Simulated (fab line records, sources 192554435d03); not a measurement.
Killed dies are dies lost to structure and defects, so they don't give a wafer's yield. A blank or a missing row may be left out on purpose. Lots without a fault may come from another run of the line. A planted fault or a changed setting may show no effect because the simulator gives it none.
fab line records | flow n5_finfet | part 1 of 2: steps 1 to 21 of 29
record lots=5 wafers=15 last_day=18
route steps=1938 shown BEOL_M3@995 BEOL_M4@1021
lots that met no fault: from a run of the same line without faults
start_h: hours from the record's first day to the start of the lot's first wafer shown | wait_h: hours since the lot's step before | " the same as in the row above | L1.1+2: a row that stands for several wafers | - no value, or no start given | * or withheld: withheld | < > ~ a bound
route shown NAME@n: a module of which the file shows steps, and the number in the route of the first | usual: mean/standard deviation of fault-free wafers | same: alike in all rows | chamber/n: place in a boat | sites: the reading at each site | _std_site: their standard deviation | _edge_site: outer sites' mean less inner sites' | radius_mm: how far each site lies from the wafer's centre | mask NAME#n: copy n | behind: the tool/chamber that last shaped the wafer | hold: why the lot was held/for how many hours/how that ended | device: the transistor (n, p or np) that didn't switch | end of line: the same wafers' tests at the end of the route | a step without rows: its recipe alone | killed: dies lost to structure and defects at the first sort, not the wafer's yield | map: a wafer's dies, x killed, . not, _ none there
set.NAME: the setting as run; set.NAME@STEP: as run at that earlier step | model.NAME: the simulator's own value behind a step, which no gauge read
lots at some steps of the route; a table a step, a row a wafer
services: from which hour (start_h, from the record's first day; less than 0 if before it) a tool's chamber was out of use, for how many hours, and why
## steps
# step N5_BEOL_M3_ANNEAL_49
# recipe temp_c=400 time_s=240 ambient=vacuum
# usual heater_power_w=824/100
# columns lot.wafer tool chamber start_h wait_h heater_power_w
L074.2 pvd_sputter-02 - 149.68 0.0 808
L074.4 " - " " 751
L074.5 " - " " 1083
L075.2 pvd_sputter-01 - 162.07 0.0 938
L075.5 " - " " 924
L075.6 " - " " 756
L079.2 pvd_sputter-03 - 186.92 0.0 686
L079.5 " - " " 692
L079.6 " - " " 890
L095.1 pvd_sputter-03 - 286.66 0.0 872
L095.3 " - " " 698
L095.5 " - " " 869
L096.2 pvd_sputter-02 - 289.91 0.0 1079
L096.3 " - " " 799
L096.4 " - " " 772
# step N5_BEOL_M3_SPUTTER_79
# recipe material=Cu target_thk_a=45 temp_c=-20 chamber_pressure_pa=0.07 power_w=withheld time_s=8.29
# usual chamber_pressure_pa=0.07001/0.00014 chuck_sensor_temp_C=-15.8/0.4 throttle_valve_pct=30.4/1.2
# columns lot.wafer tool chamber start_h wait_h chamber_pressure_pa chuck_sensor_temp_C throttle_valve_pct
L074.2 pvd_sputter-02 - 149.82 0.1 0.06984 -15.7 30.3
L074.4 " - " " 0.06986 -15.5 30.9
L074.5 " - " " 0.06999 -16.1 30.5
L075.2 pvd_sputter-01 - 162.21 0.1 0.07021 -16.2 31.6
L075.5 " - " " 0.07015 -16.1 31.3
L075.6 " - " " 0.07 -15.1 28.5
L079.2 pvd_sputter-03 - 187.06 0.1 0.06989 -15.6 31.4
L079.5 " - " " 0.06993 -15.6 31.5
L079.6 " - " " 0.06978 -16.1 32.2
L095.1 pvd_sputter-03 - 286.80 0.1 0.07011 -16.3 32.3
L095.3 " - " " 0.0696 -15.2 31.6
L095.5 " - " " 0.0699 -16.0 32.1
L096.2 pvd_sputter-02 - 290.05 0.1 0.06969 -15.8 30.6
L096.3 " - " " 0.06995 -15.9 30.2
L096.4 " - " " 0.07012 -15.4 28.8
# step N5_BEOL_M3_ANNEAL_80
# recipe temp_c=400 time_s=240 ambient=vacuum
# usual heater_power_w=826/110
# columns lot.wafer tool chamber start_h wait_h heater_power_w
L074.2 pvd_sputter-02 - 149.90 0.0 800
L074.4 " - " " 722
L074.5 " - " " 1076
L075.2 pvd_sputter-01 - 162.29 0.0 906
L075.5 " - " " 933
L075.6 " - " " 760
L079.2 pvd_sputter-03 - 187.14 0.0 696
L079.5 " - " " 699
L079.6 " - " " 875
L095.1 pvd_sputter-03 - 286.88 0.0 857
L095.3 " - " " 705
L095.5 " - " " 866
L096.2 pvd_sputter-02 - 290.13 0.0 1086
L096.3 " - " " 781
L096.4 " - " " 759
# step N5_BEOL_M3_SPUTTER_81
# recipe material=Cu target_thk_a=45 temp_c=-20 chamber_pressure_pa=0.07 power_w=withheld time_s=8.29
# usual chamber_pressure_pa=0.07/0.00013 chuck_sensor_temp_C=-15.9/0.42 throttle_valve_pct=30.4/1.2
# columns lot.wafer tool chamber start_h wait_h chamber_pressure_pa chuck_sensor_temp_C throttle_valve_pct
L074.2 pvd_sputter-02 - 150.04 0.1 0.06979 -15.7 30.0
L074.4 " - " " 0.06985 -15.4 30.6
L074.5 " - " " 0.07 -16.1 30.6
L075.2 pvd_sputter-01 - 162.43 0.1 0.07005 -16.2 31.6
L075.5 " - " " 0.06986 -16.2 31.2
L075.6 " - " " 0.07005 -15.2 28.6
L079.2 pvd_sputter-03 - 187.28 0.1 0.07017 -15.4 31.6
L079.5 " - " " 0.07016 -15.5 31.7
L079.6 " - " " 0.07002 -16.2 32.1
L095.1 pvd_sputter-03 - 287.02 0.1 0.07008 -16.1 32.0
L095.3 " - " " 0.06994 -15.4 31.7
L095.5 " - " " 0.06995 -16.1 32.2
L096.2 pvd_sputter-02 - 290.27 0.1 0.06995 -16.1 30.9
L096.3 " - " " 0.06987 -15.6 30.2
L096.4 " - " " 0.06995 -15.4 29.1
# step N5_BEOL_M3_ANNEAL_82
# recipe temp_c=400 time_s=240 ambient=vacuum
# usual heater_power_w=823/110
# columns lot.wafer tool chamber start_h wait_h heater_power_w
L074.2 pvd_sputter-02 - 150.12 0.0 786
L074.4 " - " " 725
L074.5 " - " " 1054
L075.2 pvd_sputter-01 - 162.51 0.0 903
L075.5 " - " " 956
L075.6 " - " " 745
L079.2 pvd_sputter-03 - 187.36 0.0 705
L079.5 " - " " 690
L079.6 " - " " 876
L095.1 pvd_sputter-03 - 287.10 0.0 870
L095.3 " - " " 697
L095.5 " - " " 887
L096.2 pvd_sputter-02 - 290.35 0.0 1080
L096.3 " - " " 788
L096.4 " - " " 757
# step N5_BEOL_M3_SPUTTER_86
# recipe material=Cu target_thk_a=45 temp_c=-20 chamber_pressure_pa=0.07 power_w=withheld time_s=8.29
# usual chamber_pressure_pa=0.07001/0.00013 chuck_sensor_temp_C=-15.8/0.4 throttle_valve_pct=30.3/1.3
# columns lot.wafer tool chamber start_h wait_h chamber_pressure_pa chuck_sensor_temp_C throttle_valve_pct
L074.2 pvd_sputter-02 - 150.26 0.1 0.07014 -15.7 30.1
L074.4 " - " " 0.06987 -15.6 30.9
L074.5 " - " " 0.06975 -16.2 30.8
L075.2 pvd_sputter-01 - 162.65 0.1 0.07016 -16.2 31.3
L075.5 " - " " 0.07012 -16.0 31.2
L075.6 " - " " 0.07005 -15.1 28.6
L079.2 pvd_sputter-03 - 187.50 0.1 0.07006 -15.3 31.6
L079.5 " - " " 0.0699 -15.4 31.3
L079.6 " - " " 0.07008 -16.2 32.2
L095.1 pvd_sputter-03 - 287.24 0.1 0.06991 -16.0 32.1
L095.3 " - " " 0.07002 -15.6 31.7
L095.5 " - " " 0.06997 -16.1 32.2
L096.2 pvd_sputter-02 - 290.49 0.1 0.07015 -16.1 30.5
L096.3 " - " " 0.07017 -15.5 30.2
L096.4 " - " " 0.06987 -15.5 28.8
# step N5_BEOL_M3_ANNEAL_87
# recipe temp_c=400 time_s=240 ambient=vacuum
# usual heater_power_w=826/110
# columns lot.wafer tool chamber start_h wait_h heater_power_w
L074.2 pvd_sputter-02 - 150.34 0.0 791
L074.4 " - " " 731
L074.5 " - " " 1057
L075.2 pvd_sputter-01 - 162.73 0.0 942
L075.5 " - " " 952
L075.6 " - " " 755
L079.2 pvd_sputter-03 - 187.58 0.0 687
L079.5 " - " " 699
L079.6 " - " " 861
L095.1 pvd_sputter-03 - 287.32 0.0 883
L095.3 " - " " 707
L095.5 " - " " 868
L096.2 pvd_sputter-02 - 290.57 0.0 1075
L096.3 " - " " 811
L096.4 " - " " 757
# step N5_BEOL_M3_SPUTTER_88
# recipe material=Cu target_thk_a=45 temp_c=-20 chamber_pressure_pa=0.07 power_w=withheld time_s=8.29
# usual chamber_pressure_pa=0.07001/0.00013 chuck_sensor_temp_C=-15.8/0.4 throttle_valve_pct=30.3/1.3
# columns lot.wafer tool chamber start_h wait_h chamber_pressure_pa chuck_sensor_temp_C throttle_valve_pct
L074.2 pvd_sputter-02 - 150.48 0.1 0.06986 -15.6 30.2
L074.4 " - " " 0.07002 -15.6 30.6
L074.5 " - " " 0.06993 -16.0 30.5
L075.2 pvd_sputter-01 - 162.87 0.1 0.07019 -16.1 31.7
L075.5 " - " " 0.07 -16.2 31.4
L075.6 " - " " 0.07016 -15.3 28.4
L079.2 pvd_sputter-03 - 187.72 0.1 0.06997 -15.4 31.5
L079.5 " - " " 0.06992 -15.4 31.5
L079.6 " - " " 0.07006 -16.1 32.2
L095.1 pvd_sputter-03 - 287.46 0.1 0.07002 -16.1 32.2
L095.3 " - " " 0.07002 -15.4 31.5
L095.5 " - " " 0.07002 -16.2 32.0
L096.2 pvd_sputter-02 - 290.71 0.1 0.06985 -16.0 30.7
L096.3 " - " " 0.06993 -15.7 29.9
L096.4 " - " " 0.07009 -15.4 29.1
# step N5_BEOL_M3_ANNEAL_89
# recipe temp_c=400 time_s=240 ambient=vacuum
# usual heater_power_w=824/100
# columns lot.wafer tool chamber start_h wait_h heater_power_w
L074.2 pvd_sputter-02 - 150.56 0.0 800
L074.4 " - " " 719
L074.5 " - " " 1081
L075.2 pvd_sputter-01 - 162.95 0.0 930
L075.5 " - " " 913
L075.6 " - " " 758
L079.2 pvd_sputter-03 - 187.80 0.0 702
L079.5 " - " " 691
L079.6 " - " " 849
L095.1 pvd_sputter-03 - 287.54 0.0 874
L095.3 " - " " 717
L095.5 " - " " 866
L096.2 pvd_sputter-02 - 290.79 0.0 1055
L096.3 " - " " 804
L096.4 " - " " 768
# step N5_BEOL_M3_SPUTTER_90
# recipe material=Cu target_thk_a=45 temp_c=-20 chamber_pressure_pa=0.07 power_w=withheld time_s=8.29
# usual chamber_pressure_pa=0.06999/0.00014 chuck_sensor_temp_C=-15.8/0.41 throttle_valve_pct=30.4/1.3
# columns lot.wafer tool chamber start_h wait_h chamber_pressure_pa chuck_sensor_temp_C throttle_valve_pct
L074.2 pvd_sputter-02 - 150.70 0.1 0.06994 -15.8 30.1
L074.4 " - " " 0.07 -15.4 31.1
L074.5 " - " " 0.06982 -16.1 30.8
L075.2 pvd_sputter-01 - 163.09 0.1 0.07001 -16.1 31.4
L075.5 " - " " 0.07004 -16.2 31.7
L075.6 " - " " 0.06997 -15.2 28.7
L079.2 pvd_sputter-03 - 187.94 0.1 0.06996 -15.5 31.8
L079.5 " - " " 0.06994 -15.3 31.5
L079.6 " - " " 0.06988 -16.0 32.0
L095.1 pvd_sputter-03 - 287.68 0.1 0.07015 -16.0 31.9
L095.3 " - " " 0.06987 -15.5 31.6
L095.5 " - " " 0.0701 -16.0 32.1
L096.2 pvd_sputter-02 - 290.93 0.1 0.07014 -16.2 30.7
L096.3 " - " " 0.06975 -15.8 30.1
L096.4 " - " " 0.07015 -15.5 29.0
# step N5_BEOL_M3_ANNEAL_91
# recipe temp_c=400 time_s=240 ambient=vacuum
# usual heater_power_w=824/110
# columns lot.wafer tool chamber start_h wait_h heater_power_w
L074.2 pvd_sputter-02 - 150.78 0.0 774
L074.4 " - " " 719
L074.5 " - " " 1089
L075.2 pvd_sputter-01 - 163.17 0.0 935
L075.5 " - " " 926
L075.6 " - " " 760
L079.2 pvd_sputter-03 - 188.02 0.0 692
L079.5 " - " " 696
L079.6 " - " " 883
L095.1 pvd_sputter-03 - 287.76 0.0 861
L095.3 " - " " 713
L095.5 " - " " 889
L096.2 pvd_sputter-02 - 291.01 0.0 1061
L096.3 " - " " 751
L096.4 " - " " 760
# step N5_BEOL_M3_SPUTTER_92
# recipe material=Cu target_thk_a=45 temp_c=-20 chamber_pressure_pa=0.07 power_w=withheld time_s=8.29
# usual chamber_pressure_pa=0.07/0.00013 chuck_sensor_temp_C=-15.9/0.39 throttle_valve_pct=30.3/1.3
# columns lot.wafer tool chamber start_h wait_h chamber_pressure_pa chuck_sensor_temp_C throttle_valve_pct
L074.2 pvd_sputter-02 - 150.92 0.1 0.07012 -15.8 30.1
L074.4 " - " " 0.07005 -15.4 30.8
L074.5 " - " " 0.07004 -16.2 30.6
L075.2 pvd_sputter-01 - 163.31 0.1 0.06984 -16.3 31.3
L075.5 " - " " 0.06985 -16.0 31.1
L075.6 " - " " 0.06995 -15.4 28.4
L079.2 pvd_sputter-03 - 188.16 0.1 0.07017 -15.5 31.5
L079.5 " - " " 0.07015 -15.3 31.6
L079.6 " - " " 0.07007 -16.0 32.1
L096.2 pvd_sputter-02 - 291.15 0.1 0.0699 -16.1 30.6
L096.3 " - " " 0.06991 -15.6 30.0
L096.4 " - " " 0.07008 -15.6 29.1
L095.1 pvd_sputter-03 - 296.73 8.9 0.06985 -16.1 32.2
L095.3 " - " " 0.06997 -15.6 31.6
L095.5 " - " " 0.06984 -16.0 32.1
# step N5_BEOL_M3_ANNEAL_93
# recipe temp_c=400 time_s=240 ambient=vacuum
# usual heater_power_w=825/110
# columns lot.wafer tool chamber start_h wait_h heater_power_w
L074.2 pvd_sputter-02 - 151.00 0.0 798
L074.4 " - " " 731
L074.5 " - " " 1073
L075.2 pvd_sputter-01 - 163.39 0.0 923
L075.5 " - " " 941
L075.6 " - " " 743
L079.2 pvd_sputter-03 - 188.24 0.0 706
L079.5 " - " " 697
L079.6 " - " " 891
L096.2 pvd_sputter-02 - 291.23 0.0 1097
L096.3 " - " " 798
L096.4 " - " " 763
L095.1 pvd_sputter-03 - 296.81 0.0 879
L095.3 " - " " 705
L095.5 " - " " 866
# step N5_BEOL_M3_SPUTTER_94
# recipe material=Cu target_thk_a=45 temp_c=-20 chamber_pressure_pa=0.07 power_w=withheld time_s=8.29
# usual chamber_pressure_pa=0.07/0.00015 chuck_sensor_temp_C=-15.8/0.39 throttle_valve_pct=30.3/1.2
# columns lot.wafer tool chamber start_h wait_h chamber_pressure_pa chuck_sensor_temp_C throttle_valve_pct
L074.2 pvd_sputter-02 - 151.14 0.1 0.0698 -15.8 30.3
L074.4 " - " " 0.07013 -15.5 31.1
L074.5 " - " " 0.07015 -16.0 30.7
L075.2 pvd_sputter-01 - 163.53 0.1 0.06995 -16.3 31.3
L075.5 " - " " 0.06997 -16.1 31.4
L075.6 " - " " 0.07008 -15.2 28.6
L079.2 pvd_sputter-03 - 188.38 0.1 0.07003 -15.4 31.3
L079.5 " - " " 0.06974 -15.4 31.7
L079.6 " - " " 0.06976 -16.2 32.3
L096.2 pvd_sputter-02 - 291.37 0.1 0.06999 -16.1 30.7
L096.3 " - " " 0.06985 -15.9 30.1
L096.4 " - " " 0.07 -15.5 29.0
L095.1 pvd_sputter-03 - 296.95 0.1 0.07012 -16.1 32.0
L095.3 " - " " 0.07001 -15.6 31.4
L095.5 " - " " 0.07013 -16.0 32.2
# step N5_BEOL_M3_ANNEAL_95
# recipe temp_c=400 time_s=240 ambient=vacuum
# usual heater_power_w=824/100
# columns lot.wafer tool chamber start_h wait_h heater_power_w
L074.2 pvd_sputter-02 - 151.22 0.0 787
L074.4 " - " " 727
L074.5 " - " " 1057
L075.2 pvd_sputter-01 - 163.61 0.0 932
L075.5 " - " " 941
L075.6 " - " " 752
L079.2 pvd_sputter-03 - 188.46 0.0 693
L079.5 " - " " 694
L079.6 " - " " 877
L096.2 pvd_sputter-02 - 291.45 0.0 1079
L096.3 " - " " 774
L096.4 " - " " 764
L095.1 pvd_sputter-03 - 297.03 0.0 855
L095.3 " - " " 709
L095.5 " - " " 888
# step N5_BEOL_M3_SPUTTER_96
# recipe material=Cu target_thk_a=45 temp_c=-20 chamber_pressure_pa=0.07 power_w=withheld time_s=8.29
# usual chamber_pressure_pa=0.06998/0.00013 chuck_sensor_temp_C=-15.9/0.4 throttle_valve_pct=30.3/1.3
# columns lot.wafer tool chamber start_h wait_h chamber_pressure_pa chuck_sensor_temp_C throttle_valve_pct
L074.2 pvd_sputter-02 - 151.36 0.1 0.06996 -15.6 29.9
L074.4 " - " " 0.06983 -15.6 30.9
L074.5 " - " " 0.07007 -15.9 30.5
L075.2 pvd_sputter-01 - 163.75 0.1 0.06992 -16.2 31.3
L075.5 " - " " 0.06997 -16.3 31.2
L075.6 " - " " 0.07018 -15.1 28.5
L079.2 pvd_sputter-03 - 188.60 0.1 0.06977 -15.4 31.6
L079.5 " - " " 0.06987 -15.4 31.6
L079.6 " - " " 0.07007 -16.2 31.9
L096.2 pvd_sputter-02 - 291.59 0.1 0.06986 -16.1 30.5
L096.3 " - " " 0.06999 -15.7 30.1
L096.4 " - " " 0.06969 -15.6 29.0
L095.1 pvd_sputter-03 - 297.17 0.1 0.07003 -16.0 32.2
L095.3 " - " " 0.06992 -15.5 31.8
L095.5 " - " " 0.06991 -16.1 31.9
# step N5_BEOL_M3_ECD_50
# recipe material=Cu target_thk_a=3000
# columns lot.wafer tool chamber start_h wait_h
L074.2+4+5 ecd_cu-02 0,1,1 151.48 0.1
L075.2+5+6 ecd_cu-02 0,1,0 164.47 0.7
L079.2+5+6 ecd_cu-02 1,1,0 188.72 0.1
L096.2+3+4 ecd_cu-01 1,1,0 291.71 0.1
L095.1+3+5 ecd_cu-02 1 297.28 0.1
# step N5_BEOL_M3_ANNEAL_51
# recipe temp_c=225 time_s=90 ambient=N2
# usual anneal_temp_c_max=226.02/0.22 wafer_temp_C_max=225.68/0.22
# columns lot.wafer tool chamber start_h wait_h anneal_temp_c_max wafer_temp_C_max
L074.2 rtp_anneal-01 0 152.74 1.2 226.03 225.88
L074.4 " 0 " " 225.96 225.76
L074.5 " 0 " " 226.01 225.62
L075.2 rtp_anneal-01 0 173.45 9.0 225.95 225.52
L075.5 " 0 " " 225.75 225.64
L075.6 " 0 " " 226.01 225.58
L079.2 rtp_anneal-02 0 189.51 0.8 226.65 225.80
L079.5 " 0 " " 226.03 225.58
L079.6 " 0 " " 226.17 225.49
L096.2 rtp_anneal-02 0 291.83 0.1 226.19 225.49
L096.3 " 0 " " 225.95 225.96
L096.4 " 0 " " 225.84 225.64
L095.1 rtp_anneal-01 0 297.36 0.1 225.73 225.57
L095.3 " 0 " " 225.59 225.52
L095.5 " 0 " " 226.18 225.37
# step N5_BEOL_M3_CMP_52
# recipe stop_on=SiOC t_overpolish_s=6.8 down_force_psi=1 platen_rpm=50 clearing_platen_down_force_psi=1.5 clearing_platen_rpm=50 post_cmp_clean=cu_alkaline target_thk_nm=40 clearing_platen_pad_velocity_m_s=0.99484 pad_velocity_m_s=0.99484
# usual barrier_field_endpoint_s=24.6/0.64 clearing_platen_rpm=50.000/0.027 edge_zone_pressure_frac=1.000/0.0049 motor_current_A=6.1/0.62 overpolish_run_s=6.800/0.0094 slurry_flow_ml_min=150.0/0.45 time_to_endpoint_s=63/3.7
# columns lot.wafer tool chamber start_h wait_h barrier_field_endpoint_s clearing_platen_rpm edge_zone_pressure_frac motor_current_A overpolish_run_s slurry_flow_ml_min time_to_endpoint_s
L074.2 cmp-02 1 153.03 0.2 24.5 49.966 1.006 5.7 6.794 150.1 61
L074.4 " 2 " " 25.6 50.018 1.001 7.2 6.815 149.9 62
L074.5 " 0 " " 24.3 50.003 0.997 6.3 6.800 150.5 57
L075.2 cmp-01 0 173.78 0.3 25.4 50.020 0.994 5.7 6.798 149.6 61
L075.6 " 2 " " 23.9 49.958 1.003 5.8 6.804 149.9 58
L075.5 " 3 " " 25.5 49.918 1.003 5.5 6.796 150.2 59
L079.2 cmp-04 1 189.85 0.3 24.8 50.004 0.999 5.8 6.810 149.7 63
L079.5 " 3 " " 24.5 49.945 1.003 6.0 6.818 149.8 59
L079.6 " 0 " " 24.6 50.034 1.003 6.7 6.790 150.5 59
L096.4 cmp-04 0 292.09 0.1 24.5 50.035 0.996 6.6 6.812 149.8 59
L096.3 " 1 " " 24.6 49.972 0.996 5.6 6.803 150.3 60
L096.2 " 2 " " 24.5 50.001 0.988 5.4 6.786 150.4 64
L095.1 cmp-02 3 297.70 0.3 25.7 50.033 1.002 5.8 6.799 150.0 68
L095.3 " 1 " " 24.5 50.034 1.001 5.6 6.786 150.1 61
L095.5 " 2 " " 25.8 49.964 1.002 7.1 6.809 150.1 66
# step N5_BEOL_M3_THK_MEAS_53
# recipe thk_meas_gauge=xrf reads=Cu_of_BEOL_M3_ECD_50
# usual M3_THK=39.2/1.7
# columns lot.wafer tool chamber start_h wait_h M3_THK[nm]
L074.2 film_metro-02 - 153.29 - 39.7
L074.4 " - " " 39.0
L074.5 " - " " 37.5
L075.2 film_metro-02 - 174.00 - 37.9
L075.5 " - " " 40.5
L075.6 " - " " 36.2
L079.2 film_metro-02 - 190.07 - 37.9
L079.5 " - " " 39.4
L079.6 " - " " 38.7
L096.2 film_metro-01 - 292.38 - 40.9
L096.3 " - " " 40.6
L096.4 " - " " 38.5
L095.1 film_metro-02 - 297.95 - 37.1
L095.3 " - " " 38.3
L095.5 " - " " 38.7
# step N5_BEOL_M3_PRE_CLEAN_60
# recipe gas=NH3/H2 time_s=15 temp_c=* rf_power_w=300
# usual heater_power_outer_w=30/14 heater_power_w=105/26
# columns lot.wafer tool chamber start_h wait_h heater_power_outer_w heater_power_w
L074.2 cvd_co-02 1 153.32 0.0 35 104
L074.4 " 1 " " 34 104
L074.5 " 2 " " 49 133
L075.2 cvd_co-01 2 174.04 0.0 19 80
L075.5 " 0 " " 19 79
L075.6 " 1 " " 41 137
L079.2 cvd_co-01 2 190.11 0.0 19 81
L079.5 " 1 " " 39 142
L079.6 " 2 " " 18 82
L096.2 cvd_co-02 2 292.42 0.0 49 134
L096.3 " 2 " " 52 135
L096.4 " 1 " " 34 103
L095.1 cvd_co-01 1 297.99 0.0 41 143
L095.3 " 0 " " 20 78
L095.5 " 2 " " 19 83
